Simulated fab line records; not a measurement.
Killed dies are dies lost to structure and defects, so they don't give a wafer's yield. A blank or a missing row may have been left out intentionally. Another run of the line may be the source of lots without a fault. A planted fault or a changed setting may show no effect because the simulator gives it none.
Chamber matching ; flow nand harc ; 4 sister chambers for NHARC_A_M1_DESCUM_14 on rie diel-05
The step chemistry O2, time 3 s. 8 wafers are shown with their chamber, then 11 later ones without.

== WAFERS PAIRED WITH THEIR CHAMBERS ==
wafer;chamber;drypump motor current A (A);rf vpp V (V)
L080.3;0;5.4;56.7
L082.1;1;5.6;58.4
L082.3;0;5.3;57.2
L082.5;2;6.2;57.3
L083.1;2;6.2;58.2
L083.2;3;5.9;56.8
L083.5;1;5.6;58.2
L089.1;3;5.9;57.4

== WAFERS WITHOUT THEIR CHAMBER ==
wafer;drypump motor current A (A);rf vpp V (V)
L089.3;6.2;57.7
L089.4;5.4;58.8
L087.1;5.4;56.9
L087.5;5.9;58.8
L087.6;5.4;56.3
L092.1;5.6;58.0
L092.5;6.2;59.1
L092.6;5.6;55.5
L097.2;5.9;57.8
L097.4;5.6;57.8
L097.5;5.6;56.8

== THE CHAMBER EACH PASSED THROUGH ==
wafer;from the rows above;in truth
L089.3;2;2
L089.4;can't be placed: 0 or 1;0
L087.1;0;0
L087.5;3;3
L087.6;0;0
L092.1;1;1
L092.5;2;2
L092.6;can't be placed: 1 or 0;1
L097.2;3;3
L097.4;1;1
L097.5;1;1
Placed correctly: 9 of 11. Unplaceable from these rows: 2, with the true chamber sitting among the candidates in 2. Wrongly placed: 0.
How it was worked out, from the rows above alone: a wafer's distance from a chamber is the root of the sum, over the readings, of the square of ((its reading less the chamber's mean) divided by the reading's scatter). The wafer belongs to the nearest chamber; if the next one is less than 2 further off, it can't be placed. The mean given for a chamber averages the wafers shown for that chamber. How the scatter is found: for the shown wafers, subtract from each reading the mean of its chamber, square and add these, divide the total by (wafers less chambers), then take the root.
